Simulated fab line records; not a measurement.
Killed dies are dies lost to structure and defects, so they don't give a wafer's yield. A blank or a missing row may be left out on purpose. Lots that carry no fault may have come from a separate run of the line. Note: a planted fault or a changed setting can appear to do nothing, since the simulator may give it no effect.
fab line records	flow n5-finfet
record: lots: 6	wafers: 18	last-day: 17
route steps=1938 shown DUMMY_GATE@238 BEOL_M4@1111 PASSIVATION@1936
lots with no fault: from the same line, run without faults
start-h: hours from the record's first day to the start of the lot's first wafer shown	wait-h: time in hours since the lot's previous step	" same as the row above	L1.1+2: one row covering several wafers at once	- no value, or no start given	* or withheld: withheld	< > ~ a bound
route shown NAME@n: names a module that has steps shown in the file, with the first one's number in the route	usual: the fault-free wafers' mean and standard deviation	same: alike in all rows	chamber/n: place in a boat	sites: each site's reading	_std_site: the standard deviation of these	_edge_site: mean of outer sites minus mean of inner sites	radius-mm: how far each site lies from the wafer's centre	mask NAME#n: copy n	behind: tool/chamber where the wafer was last shaped	hold: the reason the lot was held/the length of the hold in hours/how it ended	device: names the non-switching transistor (n, p or np)	end of line: the same wafers' tests at the end of the route	a step with no rows: only its recipe	killed: count of dies lost to structure and defects at first sort (not the wafer's yield)	map: dies across one wafer; x = killed, . = not, _ = none there
set.NAME: the setting the step ran with; set.NAME@STEP: the setting that earlier step ran with	model.NAME: the simulator's own value behind a step, which no gauge read
lots seen at some steps along the route; tables by step, rows by wafer
services: a tool's chamber out of use, with start hour (start-h, from the record's first day; less than 0 if before it), hours out, and reason
== steps ==
step: N5_DUMMY_GATE_STRIP_38
recipe: chemistry: N2/H2	temp-c: 40	n2-flow-sccm: 200	h2-flow-sccm: 200	rf-frequency-hz: 6e+07
step: N5_DUMMY_GATE_STRIP_39
recipe: chemistry: N2/H2	temp-c: 40	n2-flow-sccm: 200	h2-flow-sccm: 200	rf-frequency-hz: 6e+07
step: N5_DUMMY_GATE_TRIM_49
recipe: chemistry: O2	resist: SOC	time-s: 29	target-cd-nm: 14	source-power-w: 300	bias-power-w: 0	O2_flow_sccm: 100	temp-c: 20
step: N5_DUMMY_GATE_STRIP_40
recipe: chemistry: CF4	resist: SiARC	power-w: 300	bias-power-w: 75	pressure-mtorr: 50	cf4-flow-sccm: 150	rf-frequency-hz: 6e+07
usual: drypump-motor-current-A: 5.6/0.48	oes-product-au: 0.78/0.087	rf-vpp-V: 271.3/1.8	showerhead-plenum-p-Torr: 1.80/0.071	throttle-valve-pct: 13.56/0.24
lot.wafer	tool	chamber	start-h	wait-h	drypump-motor-current-A	oes-product-au	rf-hours-counter-h	rf-vpp-V	showerhead-plenum-p-Torr	throttle-valve-pct
L362.1	rie-diel-06	2	65.29	0.1	6.2	0.81	87	267.3	1.67	13.43
L362.5	"	2	"	"	6.2	0.82	-	268.4	1.67	13.45
L362.6	"	3	"	"	5.4	0.95	-	273.3	1.91	13.06
L363.1	rie-diel-06	2	71.06	0.1	6.2	0.81	89	266.8	1.67	13.43
L363.3	"	1	"	"	5.1	0.72	194	270.6	1.71	13.86
L363.4	"	1	"	"	5.1	0.72	-	269.0	1.71	13.85
L364.2	rie-diel-02	3	77.70	0.1	5.9	0.76	111	271.7	1.81	13.33
L364.4	"	1	"	"	5.1	0.73	197	272.6	1.85	13.69
L364.6	"	1	"	"	5.0	0.73	-	272.2	1.85	13.69
L366.1	rie-diel-03	0	88.59	0.1	5.5	0.79	104	270.8	1.80	13.54
L366.5	"	2	"	"	6.4	0.72	-	271.4	1.85	13.80
L366.6	"	3	"	"	5.9	0.76	-	271.2	1.80	13.63
L378.2	rie-diel-02	3	160.35	0.1	5.9	0.74	138	269.9	1.80	13.39
L378.3	"	2	"	"	5.6	0.73	164	273.8	1.86	13.53
L378.6	"	0	"	"	4.6	0.67	-	273.8	1.84	13.88
L379.1	rie-diel-03	1	167.64	0.1	5.6	0.89	31	271.5	1.83	13.43
L379.2	"	2	"	"	6.3	0.70	222	272.7	1.84	13.83
L379.5	"	3	"	"	5.9	0.74	-	272.0	1.79	13.68
step: N5_DUMMY_GATE_CD_MEAS_50
recipe: target-cd-nm: 14
usual: cd-nm: 14.0/0.31
lot.wafer	tool	chamber	start-h	wait-h	cd-nm
L362.1	cd-sem-01	-	65.34	0.0	14.2
L362.5	"	-	"	"	13.7
L362.6	"	-	"	"	14.2
L363.1	cd-sem-03	-	71.11	0.0	14.3
L363.3	"	-	"	"	14.0
L363.4	"	-	"	"	14.4
L364.2	cd-sem-03	-	77.75	0.0	13.3
L364.4	"	-	"	"	14.5
L364.6	"	-	"	"	13.5
L366.1	cd-sem-01	-	88.64	0.0	13.7
L366.5	"	-	"	"	14.1
L366.6	"	-	"	"	14.0
L378.2	cd-sem-02	-	160.40	0.0	13.9
L378.3	"	-	"	"	13.7
L378.6	"	-	"	"	13.7
L379.1	cd-sem-02	-	167.69	0.0	14.0
L379.2	"	-	"	"	14.1
L379.5	"	-	"	"	14.2
step: N5_DUMMY_GATE_ETCH_31
recipe: chemistry: C4F6/O2	target: SiO2	mask-material: SOC	target-depth-a: 825	time-s: 27.5	ion-energy-ev: 250	pressure-mtorr: 30	source-w: 345	bias-w: 185	Ar_flow_sccm: 300	C4F6_flow_sccm: 10	O2_flow_sccm: 10
step: N5_DUMMY_GATE_STRIP_41
recipe: chemistry: O2	power-w: 400	temp-c: 40	pressure-mtorr: 30	rf-frequency-hz: 6e+07	bias-power-w: 0	overash-fraction: 0.3	o2-flow-sccm: 225
usual: drypump-motor-current-A: 5.6/0.47	oes-product-au: 0.80/0.095	rf-vpp-V: 3.6/0.43	showerhead-plenum-p-Torr: 2.10/0.089	throttle-valve-pct: 16.65/0.24
lot.wafer	tool	chamber	start-h	wait-h	drypump-motor-current-A	oes-product-au	rf-hours-counter-h	rf-vpp-V	showerhead-plenum-p-Torr	throttle-valve-pct
L362.1	rie-diel-02	3	65.43	0.0	5.9	0.78	107	3.3	2.11	16.36
L362.5	"	2	"	"	5.6	0.76	-	3.9	2.20	16.51
L362.6	"	1	"	"	5.1	0.74	-	3.5	2.17	16.72
L363.1	rie-diel-03	2	71.27	0.0	6.3	0.73	193	2.9	2.18	16.91
L363.3	"	0	"	"	5.5	0.81	100	3.6	2.13	16.72
L363.4	"	3	"	"	5.9	0.77	139	2.9	2.10	16.71
L364.2	rie-diel-06	3	77.85	0.0	5.4	0.95	7	4.2	2.24	16.22
L364.4	"	1	"	"	5.0	0.72	-	3.2	2.00	16.98
L364.6	"	2	"	"	6.2	0.82	-	4.2	1.95	16.57
L366.1	rie-diel-03	0	88.74	0.0	5.5	0.80	104	2.9	2.13	16.73
L366.5	"	3	"	"	5.9	0.77	-	4.0	2.10	16.68
L366.6	"	2	"	"	6.3	0.72	-	3.1	2.18	16.91
L378.2	rie-diel-02	0	160.51	0.0	4.7	0.68	246	2.9	2.16	16.98
L378.3	"	1	"	"	5.0	0.71	224	3.2	2.16	16.80
L378.6	"	0	"	"	4.7	0.68	-	4.1	2.16	16.98
L379.1	rie-diel-02	0	167.94	0.0	4.7	0.67	248	3.8	2.16	16.98
L379.2	"	1	"	"	5.0	0.71	227	4.5	2.16	16.80
L379.5	"	0	"	"	4.7	0.67	-	3.2	2.16	16.98
step: N5_DUMMY_GATE_HM_OPEN_21
recipe: chemistry: CH3F/O2	target: SiNx	target-depth-a: 1200	Ar_flow_sccm: 150	CH3F_flow_sccm: 30	O2_flow_sccm: 23	time-s: 171.4	pressure-mtorr: 30	source-w: 395	bias-w: 73	ion-energy-ev: 120.7
step: N5_DUMMY_GATE_ETCH_32
recipe: chemistry: CF4	target: SiO2	target-depth-a: 35	time-s: 3.9	ion-energy-ev: 350	pressure-mtorr: 10	icp-w: 800	bias-w: 400	cf4-flow-sccm: 80
usual: drypump-motor-current-A: 5.7/0.47	oes-product-au: 1.000/0.015	throttle-valve-pct: 21.72/0.23
lot.wafer	tool	chamber	start-h	wait-h	drypump-motor-current-A	oes-product-au	rf-hours-counter-h	throttle-valve-pct
L362.1	rie-si-03	3	65.63	0.1	4.9	1.003	63	21.32
L362.5	"	2	"	"	6.2	0.982	-	21.46
L362.6	"	1	"	"	5.7	1.027	-	21.42
L363.1	rie-si-04	3	71.47	0.1	5.2	0.985	34	21.69
L363.3	"	0	"	"	5.6	1.010	184	21.69
L363.4	"	2	"	"	5.4	1.009	31	21.49
L364.2	rie-si-02	1	78.05	0.1	6.5	1.009	134	21.81
L364.4	"	3	"	"	6.2	1.003	108	21.85
L364.6	"	1	"	"	6.5	0.999	-	21.82
L366.1	rie-si-04	0	88.94	0.1	5.6	1.010	184	21.69
L366.5	"	3	"	"	5.3	0.995	-	21.72
L366.6	"	0	"	"	5.6	1.019	-	21.71
L378.2	rie-si-03	2	160.71	0.1	6.2	0.976	168	21.45
L378.3	"	0	"	"	5.3	1.006	104	22.02
L378.6	"	0	"	"	5.3	1.014	-	22.03
L379.1	rie-si-02	0	168.14	0.1	5.2	0.988	35	21.98
L379.2	"	3	"	"	6.2	1.001	110	21.86
L379.5	"	0	"	"	5.2	0.989	-	21.99
step: N5_DUMMY_GATE_ETCH_23
recipe: chemistry: HBr/Cl2/O2	HBr_flow_sccm: 150	Cl2_flow_sccm: 80	O2_flow_sccm: 12	bias-w: 102	target-depth-a: 410	time-s: 22.3	target: poly-Si	mask-material: SiO2	pressure-mtorr: 10	icp-w: 800
usual: drypump-motor-current-A: 5.7/0.47	oes-product-au: 0.998/0.013	throttle-valve-pct: 37.13/0.26
lot.wafer	tool	chamber	start-h	wait-h	drypump-motor-current-A	oes-product-au	rf-hours-counter-h	throttle-valve-pct
L362.1	rie-si-03	3	65.67	0.0	4.9	0.999	63	36.72
L362.5	"	2	"	"	6.2	0.982	-	36.91
L362.6	"	1	"	"	5.7	1.024	-	36.71
L363.1	rie-si-04	3	71.50	0.0	5.2	0.979	34	37.17
L363.3	"	0	"	"	5.6	1.012	184	36.91
L363.4	"	2	"	"	5.4	1.008	31	36.80
L364.2	rie-si-02	1	78.08	0.0	6.5	1.005	134	37.29
L364.4	"	3	"	"	6.2	1.000	108	37.47
L364.6	"	1	"	"	6.5	0.991	-	37.28
L366.1	rie-si-04	0	88.97	0.0	5.6	1.003	184	36.92
L366.5	"	3	"	"	5.2	0.995	-	37.17
L366.6	"	0	"	"	5.6	1.011	-	36.92
L378.2	rie-si-03	2	160.75	0.0	6.2	0.976	168	36.92
L378.3	"	0	"	"	5.3	1.006	104	37.38
L378.6	"	0	"	"	5.3	1.009	-	37.41
L379.1	rie-si-02	0	168.18	0.0	5.2	0.979	35	37.33
L379.2	"	3	"	"	6.2	1.010	110	37.47
L379.5	"	0	"	"	5.2	0.983	-	37.32
step: N5_DUMMY_GATE_ETCH_44
recipe: chemistry: HBr/O2	over-etch-frac: 0.7	target-depth-a: 1275	stop-on: SiO2	ion-energy-ev: 60	bias-w: 20	target: poly-Si	mask-material: SiO2	pressure-mtorr: 20	icp-w: 400	HBr_flow_sccm: 120	O2_flow_sccm: 10
usual: drypump-motor-current-A: 5.7/0.47	oes-product-au: 0.728/0.012	throttle-valve-pct: 18.46/0.2
lot.wafer	tool	chamber	start-h	wait-h	drypump-motor-current-A	oes-product-au	rf-hours-counter-h	throttle-valve-pct
L362.1	rie-si-03	3	65.72	0.0	4.9	0.715	63	18.12
L362.5	"	2	"	"	6.2	0.735	-	18.26
L362.6	"	1	"	"	5.7	0.755	-	18.21
L363.1	rie-si-04	3	71.56	0.0	5.2	0.719	34	18.41
L363.3	"	0	"	"	5.6	0.741	184	18.40
L363.4	"	2	"	"	5.4	0.742	31	18.23
L364.2	rie-si-02	1	78.14	0.0	6.5	0.731	134	18.56
L364.4	"	3	"	"	6.2	0.726	108	18.60
L364.6	"	1	"	"	6.5	0.728	-	18.55
L366.1	rie-si-04	0	89.03	0.0	5.6	0.731	184	18.40
L366.5	"	3	"	"	5.2	0.704	-	18.40
L366.6	"	0	"	"	5.6	0.740	-	18.39
L378.2	rie-si-03	2	160.80	0.0	6.2	0.720	168	18.26
L378.3	"	0	"	"	5.3	0.733	104	18.68
L378.6	"	0	"	"	5.3	0.734	-	18.67
L379.1	rie-si-02	0	168.23	0.0	5.2	0.717	35	18.72
L379.2	"	3	"	"	6.2	0.721	110	18.58
L379.5	"	0	"	"	5.2	0.719	-	18.71
step: N5_DUMMY_GATE_CD_MEAS_24
recipe: target-cd-nm: 15
usual: cd-nm: 15.07/0.29
lot.wafer	tool	chamber	start-h	wait-h	cd-nm
L362.1	cd-sem-02	-	65.83	0.1	15.41
L362.5	"	-	"	"	14.76
L362.6	"	-	"	"	15.49
L363.1	cd-sem-03	-	71.67	0.1	15.05
L363.3	"	-	"	"	15.00
L363.4	"	-	"	"	15.51
L364.2	cd-sem-03	-	78.25	0.1	14.55
L364.4	"	-	"	"	15.37
L364.6	"	-	"	"	14.82
L366.1	cd-sem-03	-	89.14	0.1	15.04
L366.5	"	-	"	"	14.71
L366.6	"	-	"	"	15.02
L378.2	cd-sem-01	-	160.92	0.1	15.11
L378.3	"	-	"	"	15.17
L378.6	"	-	"	"	15.23
L379.1	cd-sem-02	-	168.34	0.1	14.91
L379.2	"	-	"	"	14.86
L379.5	"	-	"	"	15.04
step: N5_DUMMY_GATE_ETCH_42
recipe: chemistry: CHF3/O2	target: SiO2	target-depth-a: 35	time-s: 31	ion-energy-ev: 30	bias-w: 12	pressure-mtorr: 30	source-w: 600	Ar_flow_sccm: 200	CHF3_flow_sccm: 50	O2_flow_sccm: 5
usual: drypump-motor-current-A: 5.6/0.47	oes-product-au: 0.81/0.094	rf-vpp-V: 42.5/0.93	showerhead-plenum-p-Torr: 2.41/0.11	throttle-valve-pct: 18.70/0.23
lot.wafer	tool	chamber	start-h	wait-h	drypump-motor-current-A	oes-product-au	rf-hours-counter-h	rf-vpp-V	showerhead-plenum-p-Torr	throttle-valve-pct	model.etch.depth-nm
L362.1	rie-diel-06	3	65.88	0.0	5.4	0.97	4	42.8	2.57	18.34	3.547
L362.5	"	2	"	"	6.2	0.82	-	42.3	2.24	18.62	3.523
L362.6	"	3	"	"	5.4	0.97	-	43.5	2.57	18.34	3.549
L363.1	rie-diel-06	2	71.72	0.1	6.2	0.82	89	41.6	2.24	18.63	3.484
L363.3	"	1	"	"	5.1	0.72	194	41.7	2.30	19.04	3.436
L363.4	"	1	"	"	5.1	0.94	-	42.3	2.30	19.03	5.126
L364.2	rie-diel-02	3	78.29	0.0	5.9	0.77	111	42.9	2.42	18.49	3.558
L364.4	"	1	"	"	5.1	0.74	197	43.8	2.49	18.82	3.526
L364.6	"	3	"	"	5.9	0.77	-	43.4	2.42	18.46	3.553
L366.1	rie-diel-06	2	89.19	0.0	6.2	0.81	93	40.8	2.24	18.63	3.528
L366.5	"	2	"	"	6.2	1.07	-	42.7	2.24	18.63	5.218
L366.6	"	3	"	"	5.4	0.95	-	42.7	2.57	18.34	3.55
L378.2	rie-diel-06	3	160.96	0.0	5.4	0.89	33	42.1	2.56	18.40	3.584
L378.3	"	2	"	"	6.2	0.79	115	40.6	2.23	18.67	3.515
L378.6	"	3	"	"	5.4	0.89	-	42.5	2.56	18.40	3.56
L379.1	rie-diel-03	0	168.39	0.0	5.5	0.77	129	42.3	2.42	18.83	3.468
L379.2	"	3	"	"	5.9	0.74	169	44.5	2.40	18.83	3.477
L379.5	"	0	"	"	5.5	0.76	-	41.6	2.42	18.82	3.452
step: N5_DUMMY_GATE_STRIP_48
recipe: chemistry: N2/H2	time-s: 20	power-w: 100	temp-c: 40	pressure-mtorr: 100	rf-frequency-hz: 6e+07	bias-power-w: 3	n2-flow-sccm: 300	h2-flow-sccm: 300
step: N5_BEOL_M4_RC_MEAS_101
usual: DIBL_N: 36.0/1.4	DIBL_P: 36.1/1.4	IOFF_N: 0.153/0.02	IOFF_P: 0.211/0.026	ION_N: 673/8.7	ION_P: 463/6.7	SS_N: 71.5/0.5	SS_P: 73.3/0.54	VT_N: 250.1/2.4	VT_P: -250.2/2.9
lot.wafer	tool	chamber	start-h	wait-h	DIBL_N[mV/V]	DIBL_P[mV/V]	IOFF_N[nA/um]	IOFF_P[nA/um]	ION_N[uA/um]	ION_P[uA/um]	SS_N[mV/dec]	SS_P[mV/dec]	VT_N[mV]	VT_P[mV]
L362.1	prober-01	0	188.67	0.0	37.8	34.5	0.140	0.176	678	455	72.1	73.6	249.7	-255.3
L362.5	"	0	"	"	38.0	35.2	0.152	0.195	674	458	71.7	73.2	250.8	-252.2
L362.6	"	0	"	"	36.4	33.5	0.124	0.160	666	454	71.3	72.8	251.7	-254.4
L363.1	prober-02	0	202.26	0.0	35.5	37.2	0.153	0.197	671	460	71.1	73.3	248.2	-253.1
L363.3	"	0	"	"	35.2	35.8	0.138	0.172	675	460	71.0	72.4	249.4	-253.1
L363.4	"	0	"	"	35.2	35.5	0.145	0.181	677	461	71.5	72.5	250.2	-254.6
L364.2	prober-02	0	213.36	0.2	37.3	37.2	0.158	0.211	670	461	70.7	72.5	251.9	-251.1
L364.4	"	0	"	"	36.7	35.2	0.148	0.191	664	461	71.2	72.7	250.9	-253.4
L364.6	"	0	"	"	38.5	38.3	0.180	0.231	671	462	71.5	73.4	247.6	-251.7
L366.1	prober-01	0	230.78	0.0	35.2	36.1	0.147	0.199	682	461	71.0	73.0	249.7	-251.2
L366.5	"	0	"	"	35.0	35.6	0.146	0.210	675	467	71.4	72.6	251.5	-249.9
L366.6	"	0	"	"	35.5	36.2	0.154	0.214	676	467	71.5	73.3	250.6	-248.6
L379.1	prober-01	0	299.46	0.0	37.8	39.0	0.179	0.240	688	467	72.2	73.9	245.8	-249.0
L379.2	"	0	"	"	36.4	36.6	0.149	0.200	678	455	72.0	73.2	250.5	-251.2
L379.5	"	0	"	"	36.5	37.8	0.152	0.210	670	465	71.7	73.0	252.1	-251.6
L378.2	prober-01	0	302.03	0.2	36.1	35.7	0.154	0.225	675	472	71.1	73.1	251.3	-247.8
L378.3	"	0	"	"	36.4	36.3	0.162	0.233	683	471	71.1	73.6	247.3	-245.6
L378.6	"	0	"	"	37.1	36.5	0.163	0.228	672	467	71.8	73.9	251.1	-250.0
step: N5_PASSIVATION_PROBE_49
usual: defect-limited-yield: 91.2/1.4	killed_at_M0_to_M3: 34/9.7	killed_at_M4_up: 14/5.2	killed-at-contacts: 13/6.7	killed-at-front-end: 39/11	killed-at-other: 3.6/2.6	killed-dies: 104/17	killed-open: 69/12	killed-short: 34/8.2	sort_bin_5_function: 5.3/0.89	sort_bin_6_memory: 3.2/0.69	sort-n-pass: 1076/17	sort-yield-pct: 91.2/1.4
same: gross-dies: 1180	killed-at-back-side: 0	sort_bin_4_leakage[%]: 0	sort_bin_8_speed[%]: 0
lot.wafer	tool	chamber	start-h	wait-h	defect-limited-yield[%]	killed_at_M0_to_M3	killed_at_M4_up	killed-at-contacts	killed-at-front-end	killed-at-other	killed-dies	killed-open	killed-short	sort_bin_5_function[%]	sort_bin_6_memory[%]	sort-n-pass	sort-yield-pct[%]
L378.3	prober-01	-	416.29	0.1	90.1	30	13	16	55	3	117	71	46	6.0	3.3	1063	90.1
L378.6	prober-01	-	416.44	0.3	91.3	33	17	13	39	1	103	71	32	5.3	3.1	1077	91.3
killed by level:class
L378.3 FIN_SAQP:geometric-particle:open=17 FIN_SAQP:geometric-particle:short=13 MOL_CONTACT_COAG:geometric-particle:open=11 BEOL_M0_SAQP:geometric-particle:short=8 BEOL_M0_SAQP:geometric-particle:open=7 BEOL_M2:geometric-particle:open=7 BEOL_M4:geometric-particle:open=7 STI_FIN_REVEAL:geometric-particle:open=6
L378.6 BEOL_M0_SAQP:geometric-particle:open=12 MOL_CONTACT_COAG:geometric-particle:open=11 FIN_SAQP:geometric-particle:short=9 FIN_SAQP:geometric-particle:open=7 STARTING-WAFER:geometric-particle:open=6 BEOL_M0_SAQP:geometric-particle:short=5 BEOL_M1:geometric-particle:open=5 BEOL_M4:geometric-particle:open=5
== services ==
tool	chamber	start-h	hours	kind
rie-si-02	1	47.38	18.5	repair
rie-diel-06	0	60.37	12.3	repair
rie-diel-06	0	72.68	-	clean
rie-diel-06	0	72.68	-	consumable-replace:focus-ring
rie-diel-06	0	72.68	19.8	scheduled-down
rie-diel-06	0	72.68	19.8	vent-cycle
rie-diel-06	1	87.89	3.7	repair
rie-diel-03	1	98.65	2.6	repair
rie-si-02	3	98.89	5.2	repair
rie-diel-03	1	111.75	7.1	repair
rie-diel-03	0	112.81	4.5	repair
rie-si-03	1	147.55	-	clean
rie-si-03	1	147.55	18.7	scheduled-down
rie-si-03	1	147.55	18.7	vent-cycle
== key ==
first-sign none at tools or gauges
model-effect: step: N5_DUMMY_GATE_ETCH_42	value: etch.depth-nm	without: 3.466	struck: 5.172
met-at N5_DUMMY_GATE_ETCH_42
struck-wafers L363.4,L366.5
onset-between 65.88 71.72
fault: kind: process-parameter-drift	tool: rie-diel-06	chamber: -	onset-h: 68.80	steps: N5_DUMMY_GATE_ETCH_42	channel: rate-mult	offset: 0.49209	shape: step	end-h: 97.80	scope: struck-wafers-only
